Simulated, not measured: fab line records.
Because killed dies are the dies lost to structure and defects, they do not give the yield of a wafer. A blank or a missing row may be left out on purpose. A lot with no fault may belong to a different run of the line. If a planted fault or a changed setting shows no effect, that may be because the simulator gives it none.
fab line records	flow n5Finfet	part 2 of 2: steps 5 to 6 of 6
record lots=20	wafers=60	lastDay=21
route steps=1938 shown BEOL_M6@1231 BEOL_M7@1263
lots that met no fault: taken from a fault-free run of the same line
startH: the number of hours between the record's first day and the start of the first shown wafer of the lot	waitH: hours elapsed since this lot's preceding step	" repeats the value in the row above	L1.1+2: several wafers, shown together as one row	- no value, or no start given	* or withheld: withheld	< > ~ a bound
route shown NAME@n: NAME is a module with steps in the file, n the number in the route of the first one	usual: average and standard deviation across the fault-free wafers	same: alike in all rows	chamber/n: place in a boat	sites: readings site by site	_std_site: standard deviation across them	_edge_site: mean of outer sites minus mean of inner sites	radiusMm: how far each site lies from the wafer's centre	mask NAME#n: copy n	behind: tool/chamber where the wafer was last shaped	hold: cause of the lot's hold/its duration in hours/its outcome	device: names the non-switching transistor (n, p or np)	end of line: the route-end tests of the same wafers	where a step has no rows: the recipe by itself	killed: the dies lost at the first sort to structure and to defects; this is not the yield of the wafer	map: the dies of a wafer, with x for killed, . for not killed, _ for no die there
set.NAME: the setting as run; set.NAME@STEP: as run at that earlier step	model.NAME: the simulator's own value behind a step, which no gauge read
steps of the route over a sample of lots; a table a step, a row a wafer
services: a tool's chamber out of use, with start hour (startH, from the record's first day; less than 0 if before it), hours out, and reason
## steps
# step N5_BEOL_M7_DESCUM_16
# recipe chemistry=O2	timeS=7.9	sourcePowerW=50	biasPowerW=20	pressureMtorr=20	rfFrequencyHz=2.712e+07	tempC=40	resist=CAR-ArF	o2FlowSccm=225
# usual drypumpMotorCurrentA=5.7/0.36	oesProductAu=0.82/0.084	rfFwdPowerW=49.45/0.21	rfVppV=242.9/1.6	showerheadPlenumPTorr=2.08/0.083	throttleValvePct=20.30/0.26
lot.wafer	tool	chamber	startH	waitH	drypumpMotorCurrentA	oesProductAu	rfFwdPowerW	rfHoursCounterH	rfVppV	showerheadPlenumPTorr	throttleValvePct
L074.3	rieDiel-02	3	260.12	0.1	5.9	0.73	49.66	193	244.4	2.19	20.62
L074.4	"	2	"	"	5.7	0.75	49.55	161	240.5	1.92	20.53
L074.6	"	1	"	"	5.4	0.76	49.50	-	243.3	2.02	20.26
L076.1	rieDiel-06	2	274.74	0.0	5.2	0.85	49.27	49	244.1	2.11	19.87
L076.4	"	3	"	"	5.4	0.88	49.66	-	243.7	2.01	20.13
L076.6	"	2	"	"	5.2	0.85	49.23	-	243.8	2.11	19.86
L077.3	rieDiel-02	1	280.77	0.0	5.4	0.76	49.50	152	242.4	2.02	20.26
L077.5	"	3	"	"	5.9	0.73	49.74	-	245.5	2.19	20.65
L077.6	"	2	"	"	5.7	0.74	49.42	-	240.0	1.92	20.55
L081.1	rieDiel-06	0	288.41	0.9	6.2	0.78	49.45	120	241.2	2.10	20.29
L081.2	"	2	"	"	5.2	0.84	49.24	55	243.2	2.10	19.87
L081.5	"	3	"	"	5.4	0.87	49.49	-	242.9	2.00	20.14
L078.2	rieDiel-06	0	304.36	0.1	6.2	0.77	49.33	125	243.1	2.10	20.30
L078.4	"	1	"	"	5.5	1.03	49.39	2	242.6	2.14	20.00
L078.6	"	3	"	"	5.4	0.86	49.45	-	241.9	2.00	20.15
L083.2	rieDiel-03	1	309.02	0.2	5.8	1.02	49.25	1	243.2	2.16	20.77
L083.3	"	3	"	"	5.1	0.86	49.33	69	244.7	2.18	20.08
L083.4	"	2	"	"	6.3	0.82	49.05	97	243.6	2.19	20.25
L082.2	rieDiel-03	3	309.45	0.0	5.2	0.86	49.34	69	245.6	2.18	20.09
L082.5	"	0	"	"	6.2	0.78	49.28	-	244.8	2.12	20.29
L082.6	"	3	"	"	5.2	0.85	49.64	-	244.6	2.18	20.10
L085.1	rieDiel-06	0	317.68	0.0	6.2	0.77	49.82	129	243.6	2.10	20.31
L085.2	"	2	"	"	5.2	0.82	49.12	64	244.4	2.10	19.91
L085.3	"	3	"	"	5.4	0.85	49.89	70	242.3	2.00	20.15
L086.3	rieDiel-06	1	323.99	0.6	5.4	0.99	49.76	8	243.6	2.14	19.99
L086.4	"	2	"	"	5.2	0.82	49.21	66	243.1	2.10	19.90
L086.5	"	2	"	"	5.2	0.82	49.22	-	244.3	2.10	19.90
L084.2	rieDiel-02	1	333.31	0.1	5.4	0.74	49.46	170	242.0	2.01	20.30
L084.4	"	2	"	"	5.7	0.73	49.12	184	239.7	1.92	20.59
L084.5	"	1	"	"	5.4	0.75	49.52	-	242.4	2.01	20.30
L088.3	rieDiel-06	3	342.14	0.1	5.4	0.85	49.72	77	242.3	2.00	20.14
L088.5	"	2	"	"	5.2	0.82	48.98	-	242.6	2.10	19.91
L088.6	"	3	"	"	5.4	0.85	49.67	-	243.5	2.00	20.15
L089.2	rieDiel-02	1	344.43	0.0	5.4	0.74	49.60	173	241.3	2.01	20.29
L089.4	"	0	"	"	5.8	0.92	49.40	31	243.2	2.07	20.54
L089.6	"	1	"	"	5.4	0.74	49.59	-	241.0	2.01	20.30
L087.2	rieDiel-06	1	347.07	0.0	5.5	0.98	49.79	15	244.4	2.14	20.04
L087.3	"	0	"	"	6.2	0.77	49.56	138	243.4	2.10	20.32
L087.5	"	0	"	"	6.2	0.77	49.61	-	243.8	2.10	20.33
L091.1	rieDiel-02	2	348.71	0.0	5.7	0.74	49.47	189	240.1	1.91	20.58
L091.2	"	3	"	"	5.9	0.71	49.63	221	244.3	2.18	20.69
L091.4	"	1	"	"	5.4	0.74	49.56	175	241.7	2.01	20.29
L093.1	rieDiel-06	0	376.74	0.5	6.2	0.75	49.90	146	242.4	2.09	20.33
L093.5	"	0	"	"	6.2	0.76	49.72	-	243.0	2.09	20.33
L093.6	"	1	"	"	5.5	0.95	49.71	-	245.0	2.13	20.01
L094.2	rieDiel-03	2	377.02	0.7	6.3	0.79	49.26	119	244.8	2.18	20.28
L094.3	"	0	"	"	6.2	0.76	49.39	172	241.6	2.11	20.33
L094.4	"	1	"	"	5.8	0.95	49.28	17	244.9	2.16	20.78
L092.1	rieDiel-02	2	386.91	0.0	5.7	0.72	49.38	200	240.2	1.91	20.60
L092.4	"	1	"	"	5.4	0.73	49.53	-	241.2	2.00	20.33
L092.6	"	3	"	"	5.9	0.71	49.48	-	243.7	2.18	20.71
L096.2	rieDiel-02	2	396.30	0.0	5.7	0.72	49.23	203	241.4	1.91	20.61
L096.3	"	3	"	"	5.9	0.70	49.65	234	245.3	2.18	20.70
L096.4	"	1	"	"	5.4	0.73	49.47	191	241.5	2.00	20.33
L097.1	rieDiel-06	0	396.66	0.0	6.2	0.75	49.45	152	243.2	2.09	20.35
L097.2	"	2	"	"	5.2	0.81	49.11	86	242.9	2.09	19.93
L097.4	"	3	"	"	5.4	0.82	49.38	93	243.6	1.99	20.17
L095.2	rieDiel-02	1	426.47	0.1	5.4	0.72	49.59	200	240.6	2.00	20.35
L095.3	"	3	"	"	5.9	0.69	49.42	246	244.6	2.17	20.73
L095.5	"	1	"	"	5.4	0.73	49.47	-	242.4	2.00	20.33
# step N5_BEOL_M7_HM_OPEN_17
# recipe chemistry=Cl2/BCl3	targetDepthA=200	overetchA=60	target=TiN	maskMaterial=SOC	ionEnergyEv=150	pressureMtorr=10	icpW=1000	biasW=126	Cl2_flow_sccm=53.25	bcl3FlowSccm=21.75	Ar_flow_sccm=25
# usual drypumpMotorCurrentA=5.7/0.43	oesProductAu=0.68/0.07	rfFwdPowerW=993/4.5	throttleValvePct=22.07/0.26
lot.wafer	tool	chamber	startH	waitH	drypumpMotorCurrentA	oesProductAu	rfFwdPowerW	rfHoursCounterH	throttleValvePct
L074.3	rieMetal-02	1	260.42	0.1	6.0	0.81	989	-	22.28
L074.4	"	0	"	"	6.2	0.59	997	-	22.60
L074.6	"	1	"	"	6.0	0.81	990	-	22.28
L076.1	rieMetal-03	0	275.02	0.0	5.8	0.64	990	48	21.85
L076.4	"	1	"	"	5.6	0.63	991	-	22.14
L076.6	"	0	"	"	5.7	0.64	990	-	21.84
L077.3	rieMetal-02	1	281.11	0.1	6.0	0.79	985	-	22.29
L077.5	"	1	"	"	6.0	0.78	987	-	22.29
L077.6	"	1	"	"	6.0	0.78	986	-	22.31
L081.1	rieMetal-01	1	288.69	0.0	5.9	0.77	993	7	21.74
L081.2	"	0	"	"	5.0	0.65	990	45	22.09
L081.5	"	0	"	"	5.0	0.65	992	-	22.08
L078.2	rieMetal-03	0	304.63	0.0	5.7	0.63	985	50	21.86
L078.4	"	1	"	"	5.6	0.63	990	-	22.14
L078.6	"	1	"	"	5.6	0.62	994	-	22.15
L083.2	rieMetal-01	0	309.30	0.0	5.0	0.65	993	47	22.08
L083.3	"	1	"	"	5.9	0.77	999	-	21.74
L083.4	"	0	"	"	5.0	0.65	995	-	22.06
L082.2	rieMetal-01	0	309.73	0.0	5.0	0.64	998	47	22.09
L082.5	"	0	"	"	5.0	0.64	997	-	22.10
L082.6	"	1	"	"	5.9	0.75	999	-	21.78
L085.1	rieMetal-01	0	317.96	0.0	5.0	0.64	987	48	22.08
L085.2	"	1	"	"	5.9	0.75	998	10	21.77
L085.3	"	1	"	"	5.9	0.75	997	-	21.78
L086.3	rieMetal-01	0	324.30	0.1	5.0	0.64	994	-	22.12
L086.4	"	1	"	"	5.9	0.75	1000	-	21.75
L086.5	"	1	"	"	5.9	0.75	1002	-	21.79
L084.2	rieMetal-01	0	333.58	0.0	5.0	0.64	999	50	22.09
L084.4	"	1	"	"	5.9	0.75	994	-	21.80
L084.5	"	1	"	"	5.9	0.75	996	-	21.77
L088.3	rieMetal-02	1	342.48	0.1	6.0	0.74	985	-	22.32
L088.5	"	1	"	"	6.0	0.75	985	-	22.33
L088.6	"	1	"	"	6.1	0.75	984	-	22.30
L089.2	rieMetal-01	1	344.71	0.0	5.9	0.75	1003	13	21.78
L089.4	"	1	"	"	5.9	0.76	998	-	21.76
L089.6	"	0	"	"	5.0	0.65	996	-	22.08
L087.2	rieMetal-01	1	347.35	0.0	5.9	0.74	996	13	21.80
L087.3	"	0	"	"	5.0	0.63	999	-	22.11
L087.5	"	1	"	"	5.9	0.74	992	-	21.78
L091.1	rieMetal-03	1	348.98	0.0	5.7	0.61	994	74	22.19
L091.2	"	0	"	"	5.7	0.62	993	55	21.88
L091.4	"	1	"	"	5.6	0.61	995	-	22.17
L093.1	rieMetal-01	1	377.02	0.0	5.9	0.74	997	15	21.75
L093.5	"	0	"	"	5.0	0.64	989	-	22.09
L093.6	"	1	"	"	5.9	0.74	995	-	21.77
L094.2	rieMetal-02	0	377.30	0.0	6.2	0.57	997	89	22.67
L094.3	"	1	"	"	6.0	0.72	990	-	22.32
L094.4	"	0	"	"	6.1	0.56	998	-	22.68
L092.1	rieMetal-01	1	387.20	0.0	5.9	0.73	992	16	21.79
L092.4	"	1	"	"	5.9	0.73	996	-	21.80
L092.6	"	0	"	"	5.0	0.62	994	-	22.11
L096.2	rieMetal-02	0	396.58	0.0	6.2	0.58	999	91	22.64
L096.3	"	1	"	"	6.0	0.73	987	-	22.33
L096.4	"	0	"	"	6.1	0.58	999	-	22.64
L097.1	rieMetal-01	0	396.94	0.0	5.0	0.63	994	55	22.11
L097.2	"	1	"	"	5.9	0.74	998	17	21.76
L097.4	"	0	"	"	5.0	0.63	990	-	22.10
L095.2	rieMetal-03	0	426.75	0.0	5.8	0.62	990	62	21.90
L095.3	"	1	"	"	5.7	0.60	987	-	22.18
L095.5	"	0	"	"	5.7	0.61	995	-	21.89
## services
tool	chamber	startH	hours	kind
rieDiel-05	1	232.14	1.4	repair
pecvd-03	2	238.13	4.2	repair
pecvd-04	-	242.72	14.6	pm
rieMetal-03	-	249.34	0.5	repair
pecvd-03	-	251.82	0.4	repair
aldMetal-03	0	256.02	6.5	repair
rieMetal-02	0	280.06	1.3	repair
aldMetal-03	2	304.12	26.3	repair
aldMetal-02	0	313.72	13.2	repair
rieMetal-03	-	319.56	0.5	repair
aldMetal-03	1	328.56	3.3	repair
aldMetal-04	-	337.25	14.0	pm
rieMetal-02	-	338.13	0.9	repair
rieDiel-04	2	364.60	12.6	repair
aldMetal-04	1	368.78	6.7	repair
aldMetal-02	0	371.08	3.7	repair
pecvd-04	0	377.57	5.4	repair
rieDiel-02	0	384.42	8.9	repair
rieDiel-01	3	395.29	4.1	repair
rieDiel-02	1	402.36	6.6	repair
rieDiel-02	2	408.53	8.2	repair
aldMetal-03	2	414.51	3.9	repair
rieDiel-06	-	416.45	15.6	pm
rieDiel-05	0	417.32	6.0	repair
